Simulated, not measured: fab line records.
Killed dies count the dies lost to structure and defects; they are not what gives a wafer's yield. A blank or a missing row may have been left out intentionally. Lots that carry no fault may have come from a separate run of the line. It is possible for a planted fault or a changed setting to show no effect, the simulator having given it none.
fab line records | flow nandHarc
[record] lots = 11 | wafers = 33 | lastDay = 24
route steps=1159 shown A_M1@1049 A_BONDPAD@1080 END@1159
lots that met no fault: taken from a fault-free run of the same line
startH: hours from the record's first day to the start of the lot's first wafer shown | waitH: time in hours since the lot's previous step | " the same as in the row above | L1.1+2: a single row standing in for several wafers | - no value, or no start given | * or withheld: withheld | < > ~ a bound
route shown NAME@n: a module of which the file shows steps, and the number in the route of the first | usual: mean/standard deviation of fault-free wafers | same: alike in all rows | chamber/n: place in a boat | sites: each site's reading | _std_site: how widely they spread, as a standard deviation | _edge_site: mean of outer sites minus mean of inner sites | radiusMm: how far each site lies from the wafer's centre | mask NAME#n: copy n | behind: tool/chamber where the wafer was last shaped | hold: what put the lot on hold/how long, in hours/how the hold closed | device: whichever transistor did not switch (one of n, p or np) | end of line: the tests these same wafers got at the end of their route | a step without rows: its recipe alone | killed: count of dies lost to structure and defects at first sort (not the wafer's yield) | map: per-die view of a wafer (x killed, . not killed, _ where there is no die)
set.NAME: the setting as run; set.NAME@STEP: as run at that earlier step | model.NAME: the simulator's own value behind a step, which no gauge read
route steps across a sampled set of lots; one table per step, one row per wafer
services: a tool's chamber out of use, with start hour (startH, from the record's first day; less than 0 if before it), hours out, and reason
[[steps]]
[step NHARC_A_M1_PVD_21]
[recipe] targetThkA = 300 | chamberPressurePa = 5 | powerW = 5000 | substrateTempC = 30 | timeS = 20.49 | material = Cu
[usual] cathodeDcPowerW = 5000.0/0.79 | chamberPressurePa = 5.000/0.01 | throttleValvePct = 30.6/0.88
[same] timeS = 20.49
lot.wafer | tool          | chamber | startH | waitH | cathodeDcPowerW | chamberPressurePa | throttleValvePct
L450.3    | pvdSputter-01 | -       | -      | -     | 4998.1          | 4.989             | 29.1
L450.1    | "             | -       | "      | "     | 4999.5          | 5.005             | 31.2
L450.6    | "             | -       | "      | "     | 4998.8          | 5.004             | 29.7
L454.1    | pvdSputter-02 | -       | -      | -     | 4998.1          | 4.998             | 30.4
L454.4    | "             | -       | "      | "     | 5001.6          | 5.005             | 30.5
L454.6    | "             | -       | "      | "     | 5000.1          | 5.001             | 30.1
L452.2    | pvdSputter-02 | -       | -      | -     | 5000.5          | 4.999             | 31.6
L452.4    | "             | -       | "      | "     | 5001.1          | 5.002             | 30.6
L452.5    | "             | -       | "      | "     | 4999.8          | 4.996             | 31.8
L453.2    | pvdSputter-01 | -       | -      | -     | 5000.5          | 5.006             | 29.6
L453.4    | "             | -       | "      | "     | 5002.1          | 4.994             | 29.1
L453.6    | "             | -       | "      | "     | 5000.3          | 4.996             | 32.0
L459.1    | pvdSputter-02 | -       | -      | -     | 4999.9          | 4.997             | 30.3
L459.5    | "             | -       | "      | "     | 5001.0          | 5.008             | 31.8
L459.6    | "             | -       | "      | "     | 5000.9          | 5.003             | 30.2
L461.2    | pvdSputter-03 | -       | -      | -     | 4999.9          | 5.001             | 31.7
L461.4    | "             | -       | "      | "     | 4997.9          | 5.016             | 30.0
L461.6    | "             | -       | "      | "     | 5000.5          | 4.995             | 31.7
L466.4    | pvdSputter-03 | -       | -      | -     | 5000.3          | 4.996             | 31.7
L466.2    | "             | -       | "      | "     | 4999.7          | 4.989             | 29.7
L466.5    | "             | -       | "      | "     | 5000.5          | 5.004             | 30.1
L471.2    | pvdSputter-02 | -       | -      | -     | 5000.0          | 4.986             | 30.9
L471.5    | "             | -       | "      | "     | 4999.9          | 5.003             | 30.7
L471.6    | "             | -       | "      | "     | 5000.2          | 5.007             | 30.4
L469.2    | pvdSputter-01 | -       | -      | -     | 5000.2          | 5.008             | 31.6
L469.1    | "             | -       | "      | "     | 4999.6          | 4.990             | 31.4
L469.5    | "             | -       | "      | "     | 5000.7          | 5.010             | 29.4
L472.3    | pvdSputter-02 | -       | -      | -     | 4999.2          | 4.993             | 30.9
L472.1    | "             | -       | "      | "     | 5000.2          | 5.005             | 30.3
L472.5    | "             | -       | "      | "     | 5000.1          | 5.007             | 30.3
L473.1    | pvdSputter-03 | -       | -      | -     | 5001.0          | 4.987             | 30.8
L473.6    | "             | -       | "      | "     | 4998.9          | 5.010             | 30.2
L473.5    | "             | -       | "      | "     | 5000.3          | 5.005             | 31.0
[step NHARC_A_M1_ANNEAL_31]
[recipe] tempC = 225 | timeS = 90
[usual] wafer_temp_C_max = 226.3/0.32
[same] timeS = 90
lot.wafer | tool         | chamber | startH | waitH | wafer_temp_C_max
L450.1    | rtpAnneal-02 | 0       | 406.78 | -     | 225.9
L450.3    | "            | 0       | "      | "     | 226.6
L450.6    | "            | 0       | "      | "     | 226.1
L454.1    | rtpAnneal-02 | 0       | 412.33 | -     | 225.9
L454.4    | "            | 0       | "      | "     | 226.5
L454.6    | "            | 0       | "      | "     | 225.7
L452.2    | rtpAnneal-01 | 0       | 417.53 | -     | 225.8
L452.4    | "            | 0       | "      | "     | 226.1
L452.5    | "            | 0       | "      | "     | 225.9
L453.2    | rtpAnneal-01 | 0       | 422.23 | -     | 226.0
L453.4    | "            | 0       | "      | "     | 226.3
L453.6    | "            | 0       | "      | "     | 226.0
L459.1    | rtpAnneal-01 | 0       | 471.34 | -     | 226.6
L459.5    | "            | 0       | "      | "     | 226.6
L459.6    | "            | 0       | "      | "     | 226.4
L461.2    | rtpAnneal-01 | 0       | 473.48 | -     | 226.8
L461.4    | "            | 0       | "      | "     | 226.6
L461.6    | "            | 0       | "      | "     | 227.0
L466.2    | rtpAnneal-01 | 0       | 504.05 | -     | 226.9
L466.4    | "            | 0       | "      | "     | 226.8
L466.5    | "            | 0       | "      | "     | 226.8
L471.2    | rtpAnneal-02 | 0       | 517.90 | 0.5   | 226.2
L471.5    | "            | 0       | "      | "     | 225.9
L471.6    | "            | 0       | "      | "     | 226.4
L469.1    | rtpAnneal-02 | 0       | 525.43 | 0.4   | 225.8
L469.2    | "            | 0       | "      | "     | 225.9
L469.5    | "            | 0       | "      | "     | 226.3
L472.1    | rtpAnneal-02 | 0       | 535.06 | -     | 226.3
L472.3    | "            | 0       | "      | "     | 226.1
L472.5    | "            | 0       | "      | "     | 226.5
L473.1    | rtpAnneal-01 | 0       | 545.16 | -     | 226.4
L473.5    | "            | 0       | "      | "     | 227.0
L473.6    | "            | 0       | "      | "     | 227.0
[step NHARC_A_BONDPAD_ETCH_24]
[recipe] targetDepthA = 300 | overEtchFrac = 0.3 | timeS = 72.99 | ionEnergyEv = 150 | cf4FlowSccm = 50 | n2FlowSccm = 100 | arFlowSccm = 150 | rfW = 300 | biasW = 100 | chemistry = CF4/N2
[usual] drypumpMotorCurrentA = 5.8/0.4 | oesProductAu = 0.993/0.011 | rfVppV = 313.9/2.3 | showerheadPlenumPTorr = 2.61/0.13 | throttleValvePct = 19.794/0.008
[same] timeS = 72.99
lot.wafer | tool       | chamber | startH | waitH | drypumpMotorCurrentA | oesProductAu | rfHoursCounterH | rfVppV | showerheadPlenumPTorr | throttleValvePct
L450.3    | rieDiel-04 | 3       | -      | -     | 6.3                  | 0.993        | 4               | 315.0  | 2.81                  | 19.796
L450.1    | "          | 0       | "      | "     | 5.3                  | 0.999        | 4               | 310.4  | 2.46                  | 19.797
L450.6    | "          | 1       | "      | "     | 5.8                  | 0.993        | -               | 315.7  | 2.67                  | 19.798
L454.4    | rieDiel-04 | 3       | -      | -     | 6.4                  | 0.994        | 5               | 316.9  | 2.81                  | 19.797
L454.1    | "          | 0       | "      | "     | 5.2                  | 0.995        | 4               | 310.7  | 2.46                  | 19.807
L454.6    | "          | 1       | "      | "     | 5.8                  | 0.987        | -               | 315.8  | 2.67                  | 19.796
L452.2    | rieDiel-04 | 1       | -      | -     | 5.7                  | 0.987        | 4               | 315.2  | 2.67                  | 19.802
L452.4    | "          | 2       | "      | "     | 5.9                  | 1.015        | 5               | 311.2  | 2.47                  | 19.775
L452.5    | "          | 2       | "      | "     | 5.9                  | 1.011        | -               | 312.6  | 2.47                  | 19.807
L453.4    | rieDiel-04 | 1       | -      | -     | 5.7                  | 0.976        | 5               | 315.3  | 2.67                  | 19.806
L453.2    | "          | 3       | "      | "     | 6.3                  | 0.998        | 5               | 316.8  | 2.81                  | 19.795
L453.6    | "          | 1       | "      | "     | 5.7                  | 0.982        | -               | 313.8  | 2.67                  | 19.796
L459.1    | rieDiel-04 | 3       | -      | -     | 6.3                  | 0.974        | 0               | 317.0  | 2.81                  | 19.786
L459.5    | "          | 1       | "      | "     | 5.7                  | 0.983        | -               | 316.4  | 2.67                  | 19.791
L459.6    | "          | 2       | "      | "     | 5.9                  | 0.977        | -               | 311.4  | 2.47                  | 19.810
L461.4    | rieDiel-04 | 2       | -      | -     | 5.9                  | 0.996        | 0               | 311.2  | 2.47                  | 19.791
L461.2    | "          | 1       | "      | "     | 5.8                  | 0.992        | 0               | 314.2  | 2.67                  | 19.790
L461.6    | "          | 3       | "      | "     | 6.3                  | 0.984        | -               | 317.8  | 2.81                  | 19.789
L466.2    | rieDiel-04 | 0       | -      | -     | 5.2                  | 0.984        | 1               | 311.6  | 2.46                  | 19.782
L466.4    | "          | 2       | "      | "     | 5.9                  | 0.998        | 2               | 312.3  | 2.47                  | 19.792
L466.5    | "          | 0       | "      | "     | 5.2                  | 0.998        | -               | 310.7  | 2.46                  | 19.808
L471.2    | rieDiel-04 | 0       | -      | -     | 5.2                  | 0.989        | 2               | 311.3  | 2.46                  | 19.793
L471.5    | "          | 0       | "      | "     | 5.2                  | 0.995        | -               | 310.8  | 2.46                  | 19.798
L471.6    | "          | 1       | "      | "     | 5.7                  | 0.976        | -               | 315.2  | 2.67                  | 19.793
L469.2    | rieDiel-07 | 1       | -      | -     | 6.1                  | 0.997        | 24              | 314.8  | 2.69                  | 19.803
L469.1    | "          | 3       | "      | "     | 5.0                  | 1.001        | 21              | 316.0  | 2.78                  | 19.791
L469.5    | "          | 1       | "      | "     | 6.1                  | 0.996        | -               | 314.9  | 2.69                  | 19.801
L472.1    | rieDiel-04 | 2       | -      | -     | 5.9                  | 0.975        | 3               | 311.9  | 2.47                  | 19.800
L472.3    | "          | 3       | "      | "     | 6.3                  | 0.975        | 3               | 317.1  | 2.81                  | 19.797
L472.5    | "          | 3       | "      | "     | 6.3                  | 0.980        | -               | 314.7  | 2.81                  | 19.796
L473.1    | rieDiel-07 | 2       | -      | -     | 6.8                  | 1.000        | 28              | 315.0  | 2.72                  | 19.816
L473.6    | "          | 2       | "      | "     | 6.8                  | 1.016        | -               | 316.9  | 2.72                  | 19.783
L473.5    | "          | 3       | "      | "     | 5.0                  | 1.004        | -               | 316.8  | 2.78                  | 19.797
[step NHARC_A_BONDPAD_PVD_27]
[recipe] targetThkA = 300 | chamberPressurePa = 5 | powerW = 5000 | substrateTempC = 30 | timeS = 20.49 | material = Cu
[usual] cathodeDcPowerW = 5000.1/0.91 | chamberPressurePa = 4.998/0.01 | throttleValvePct = 30.6/0.81 | timeS = 20.49/0
lot.wafer | tool          | chamber | startH | waitH | cathodeDcPowerW | chamberPressurePa | throttleValvePct | timeS
L450.1    | pvdSputter-01 | -       | 411.14 | -     | 4998.0          | 5.005             | 29.6             | 20.49
L450.3    | "             | -       | "      | "     | 5000.7          | 4.987             | 29.3             | 20.49
L450.6    | "             | -       | "      | "     | 4999.3          | 4.990             | 31.9             | 20.49
L454.4    | pvdSputter-03 | -       | 416.58 | -     | 4999.9          | 4.987             | 30.1             | 20.49
L454.1    | "             | -       | "      | "     | 4999.3          | 5.005             | 30.1             | 20.49
L454.6    | "             | -       | "      | "     | 4999.9          | 4.992             | 30.1             | 20.49
L452.4    | pvdSputter-03 | -       | 421.83 | -     | 5001.0          | 5.000             | 30.1             | 20.49
L452.2    | "             | -       | "      | "     | 5000.6          | 4.989             | 29.9             | 20.49
L452.5    | "             | -       | "      | "     | 5000.2          | 4.987             | 29.7             | 20.49
L453.2    | pvdSputter-01 | -       | 426.77 | -     | 4998.0          | 4.995             | 31.2             | 20.49
L453.4    | "             | -       | "      | "     | 4999.5          | 4.984             | 29.7             | 20.49
L453.6    | "             | -       | "      | "     | 5000.1          | 4.979             | 31.9             | 20.49
L459.1    | pvdSputter-02 | -       | 475.67 | -     | -               | -                 | -                | -
L459.5    | "             | -       | "      | "     | -               | -                 | -                | -
L459.6    | "             | -       | "      | "     | -               | -                 | -                | -
L461.4    | pvdSputter-01 | -       | 477.56 | -     | -               | -                 | -                | -
L461.2    | "             | -       | "      | "     | -               | -                 | -                | -
L461.6    | "             | -       | "      | "     | -               | -                 | -                | -
L466.2    | pvdSputter-03 | -       | 508.15 | -     | 5001.6          | 5.006             | 30.2             | 20.49
L466.4    | "             | -       | "      | "     | 5000.2          | 4.996             | 30.8             | 20.49
L466.5    | "             | -       | "      | "     | 4998.5          | 5.012             | 30.0             | 20.49
L471.2    | pvdSputter-02 | -       | 522.42 | -     | 4999.1          | 4.983             | 30.1             | 20.49
L471.5    | "             | -       | "      | "     | 4998.6          | 5.001             | 31.7             | 20.49
L471.6    | "             | -       | "      | "     | 5000.2          | 4.976             | 30.5             | 20.49
L469.2    | pvdSputter-01 | -       | 529.48 | -     | 4999.6          | 5.015             | 28.6             | 20.49
L469.1    | "             | -       | "      | "     | 5001.4          | 5.016             | 29.4             | 20.49
L469.5    | "             | -       | "      | "     | 5001.2          | 4.994             | 31.6             | 20.49
L472.3    | pvdSputter-01 | -       | 539.07 | -     | 5000.7          | 5.001             | 31.5             | 20.49
L472.1    | "             | -       | "      | "     | 5000.8          | 5.001             | 31.5             | 20.49
L472.5    | "             | -       | "      | "     | 4999.6          | 4.987             | 31.6             | 20.49
L473.1    | pvdSputter-02 | -       | 549.28 | -     | 4999.1          | 4.991             | 31.7             | 20.49
L473.6    | "             | -       | "      | "     | 5001.5          | 4.999             | 30.4             | 20.49
L473.5    | "             | -       | "      | "     | 5000.0          | 5.002             | 31.5             | 20.49
[step NHARC_END_SORT_01]
[recipe] tempC = 25
[usual] defectLimitedYield = 95.2/1.6 | killedAtArray = 29/11 | killedAtOther = 0.7/1.1 | killedAtPeriphery = 3.1/2 | killedDies = 33/11 | killedOpen = 3.5/1.8 | killedShort = 2.0/1.4 | sort_bin_2_pct = 1.5/0.6 | sort_bin_3_pct = 0.24/0.19 | sort_bin_4_pct = 3.1/1.1 | sortNPass = 644/11 | sortRimYieldPct = 96.5/2.3 | sortYieldPct = 95.2/1.6
[same] grossDies = 677 | sort_bin_5_pct[%] = 0 | sort_bin_6_pct[%] = 0 | sort_bin_7_pct[%] = 0 | sort_bin_8_pct[%] = 0 | sortRimNGross = 106.00
lot.wafer | tool      | chamber | startH | waitH | defectLimitedYield[%] | killedAtArray | killedAtOther | killedAtPeriphery | killedDies | killedOpen | killedShort | sort_bin_2_pct[%] | sort_bin_3_pct[%] | sort_bin_4_pct[%] | sortNPass | sortRimYieldPct[%] | sortYieldPct[%]
L459.1    | prober-01 | 0       | 504.42 | 2.5   | 0                     | 673           | 0             | 4                 | 677        | 2          | 0           | 95.9              | 0.44              | 3.7               | 0         | 0                  | 0
L459.5    | prober-01 | 0       | 507.64 | 3.7   | 0                     | 672           | 1             | 4                 | 677        | 3          | 3           | 95.1              | 0.15              | 4.7               | 0         | 0                  | 0
L459.6    | prober-01 | 0       | 508.44 | 4.0   | 0                     | 671           | 1             | 5                 | 677        | 2          | 2           | 96.2              | 0.30              | 3.5               | 0         | 0                  | 0
L461.2    | prober-02 | 0       | 508.32 | 2.8   | 0                     | 675           | 0             | 2                 | 677        | 3          | 4           | 96.6              | 0                 | 3.4               | 0         | 0                  | 0
L461.4    | prober-02 | 0       | 509.94 | 3.4   | 0                     | 673           | 0             | 4                 | 677        | 6          | 2           | 97.0              | 0.30              | 2.7               | 0         | 0                  | 0
L461.6    | prober-02 | 0       | 511.55 | 4.0   | 0                     | 675           | 0             | 2                 | 677        | 3          | 2           | 96.0              | 0.74              | 3.2               | 0         | 0                  | 0
L466.2    | prober-01 | 0       | 547.38 | 2.8   | 90.7                  | 59            | 0             | 4                 | 63         | 2          | 1           | 3.1               | 0.30              | 5.9               | 614       | 96.2               | 90.7
L466.4    | prober-01 | 0       | 548.99 | 3.4   | 90.7                  | 57            | 0             | 6                 | 63         | 5          | 1           | 2.2               | 0                 | 7.1               | 614       | 95.3               | 90.7
L466.5    | prober-01 | 0       | 549.80 | 3.7   | 93.2                  | 41            | 0             | 5                 | 46         | 1          | 2           | 1.6               | 0.44              | 4.7               | 631       | 93.4               | 93.2
// killed by level:class
L459.1 A_BONDPAD:areaPvd=639 A_SLIT:chamberFilmFlake=12 A_CHANNEL_HOLE_D1:chamberFilmFlake=9 A_ZERO_WELL:chamberFilmFlake=4 A_STAIRCASE:chamberFilmFlake=4 A_BONDPAD:chamberFilmFlake=3 P_ZERO_WELL:chamberFilmFlake=2 P_CONTACT:geometricParticle:open=1
L459.5 A_BONDPAD:areaPvd=628 A_CHANNEL_HOLE_D1:chamberFilmFlake=19 A_SLIT:chamberFilmFlake=13 A_STAIRCASE:chamberFilmFlake=3 P_CONTACT:chamberFilmFlake=2 A_BONDPAD:chamberFilmFlake=2 P_M0:geometricParticle:open=1 A_CHANNEL_FILL_D1:geometricParticle:open=1
L461.2 A_BONDPAD:areaPvd=642 A_CHANNEL_HOLE_D1:chamberFilmFlake=16 A_WL_FILL:chamberFilmFlake=4 A_BONDPAD:chamberFilmFlake=3 A_CHANNEL_FILL_D1:geometricParticle:short=2 A_CONTACT:geometricParticle:open=2 A_CONTACT:chamberFilmFlake=2 A_M0:chamberFilmFlake=2
L459.6 A_BONDPAD:areaPvd=637 A_SLIT:chamberFilmFlake=14 A_CHANNEL_HOLE_D1:chamberFilmFlake=10 A_STAIRCASE:chamberFilmFlake=3 P_GATE:chamberFilmFlake=2 P_M2:geometricParticle:open=1 A_ONON_D1:geometricParticle:short=1 A_CONTACT:geometricParticle:short=1
L461.4 A_BONDPAD:areaPvd=646 A_CHANNEL_HOLE_D1:chamberFilmFlake=13 A_STAIRCASE:chamberFilmFlake=3 A_CHANNEL_FILL_D1:geometricParticle:open=2 P_GATE:chamberFilmFlake=2 A_BONDPAD:chamberFilmFlake=2 P_M0:geometricParticle:open=1 A_CHANNEL_FILL_D1:geometricParticle:short=1
L461.6 A_BONDPAD:areaPvd=644 A_CHANNEL_HOLE_D1:chamberFilmFlake=16 A_BONDPAD:chamberFilmFlake=4 A_WL_FILL:chamberFilmFlake=3 A_WL_FILL:geometricParticle:short=2 A_M0:geometricParticle:open=2 A_SOURCE_PLATE:geometricParticle:open=1 P_STI:chamberFilmFlake=1
L466.2 A_CHANNEL_HOLE_D1:chamberFilmFlake=25 A_STAIRCASE:chamberFilmFlake=15 A_SLIT:chamberFilmFlake=12 P_GATE:chamberFilmFlake=2 A_WL_FILL:geometricParticle:short=1 A_CONTACT:geometricParticle:open=1 A_BLC:geometricParticle:open=1 P_STI:chamberFilmFlake=1
L466.4 A_CHANNEL_HOLE_D1:chamberFilmFlake=23 A_SLIT:chamberFilmFlake=15 A_STAIRCASE:chamberFilmFlake=9 A_CHANNEL_FILL_D1:geometricParticle:open=3 A_CONTACT:chamberFilmFlake=3 P_STI:chamberFilmFlake=2 P_M1:chamberFilmFlake=2 P_M0:geometricParticle:open=1
L466.5 A_CHANNEL_HOLE_D1:chamberFilmFlake=12 A_SLIT:chamberFilmFlake=12 A_STAIRCASE:chamberFilmFlake=8 P_STI:chamberFilmFlake=3 A_CONTACT:chamberFilmFlake=2 A_WL_FILL:geometricParticle:short=1 A_M0:geometricParticle:short=1 A_M0:geometricParticle:open=1
[[services]]
tool          | chamber | startH | hours | kind
pvdSputter-02 | -       | 392.00 | 10.0  | pm
rieDiel-04    | 0       | 395.90 | -     | clean
rieDiel-04    | 1       | 395.90 | -     | clean
rieDiel-04    | 2       | 395.90 | -     | clean
rieDiel-04    | 3       | 395.90 | -     | clean
rieDiel-07    | -       | 405.62 | 9.0   | pm
rieDiel-04    | 0       | 420.40 | -     | clean
rieDiel-04    | 1       | 420.40 | -     | clean
rieDiel-04    | 2       | 420.40 | -     | clean
rieDiel-04    | 3       | 420.40 | -     | clean
pvdSputter-02 | -       | 436.22 | 5.5   | repair
pvdSputter-01 | -       | 437.89 | 14.8  | repair
rieDiel-07    | 3       | 440.93 | 18.8  | repair
rieDiel-04    | 0       | 444.90 | -     | clean
rieDiel-04    | 1       | 444.90 | -     | clean
rieDiel-04    | 2       | 444.90 | -     | clean
rieDiel-04    | 3       | 444.90 | -     | clean
rieDiel-04    | 1       | 452.88 | 3.2   | repair
pvdSputter-03 | -       | 458.07 | 10.0  | pm
rieDiel-04    | -       | 465.90 | 9.0   | pm
rieDiel-04    | 3       | 478.02 | 9.2   | repair
pvdSputter-01 | -       | 514.05 | 10.0  | pm
rieDiel-07    | 3       | 535.89 | 5.6   | repair
rieDiel-04    | -       | 545.97 | 0.1   | repair
[[key]]
[firstSign] step = NHARC_A_BONDPAD_PVD_27 | reading = toolRecord | direction = missing
[effect] step = NHARC_END_SORT_01 | reading = sort_bin_2_pct | direction = up | sigmas = 99+ | usual = 1.5 | struck = 96.1
[moreKillsBornAt] NHARC_A_BONDPAD_PVD_27@pvdSputter-01 = 1932 | NHARC_A_BONDPAD_PVD_27@pvdSputter-02 = 1904
metAt NHARC_A_BONDPAD_PVD_27
struckLots L459,L461
laterRowsLeftOut L459.1,L459.5,L459.6,L461.2,L461.4,L461.6
notActingAt NHARC_A_M1_PVD_21,NHARC_A_M1_ANNEAL_31,NHARC_A_BONDPAD_ETCH_24
onsetBetween 426.77 475.67
[fault] kind = skippedStepWhole | tool = pvdSputter-01,pvdSputter-02 | chamber = - | onsetH = 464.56 | steps = NHARC_A_BONDPAD_PVD_27 | scope = struckLotsOnly
// laterRowsLeftOut: the simulator's readings of these wafers behind a module that went badly wrong aren't trusted and aren't shown, but for the sort
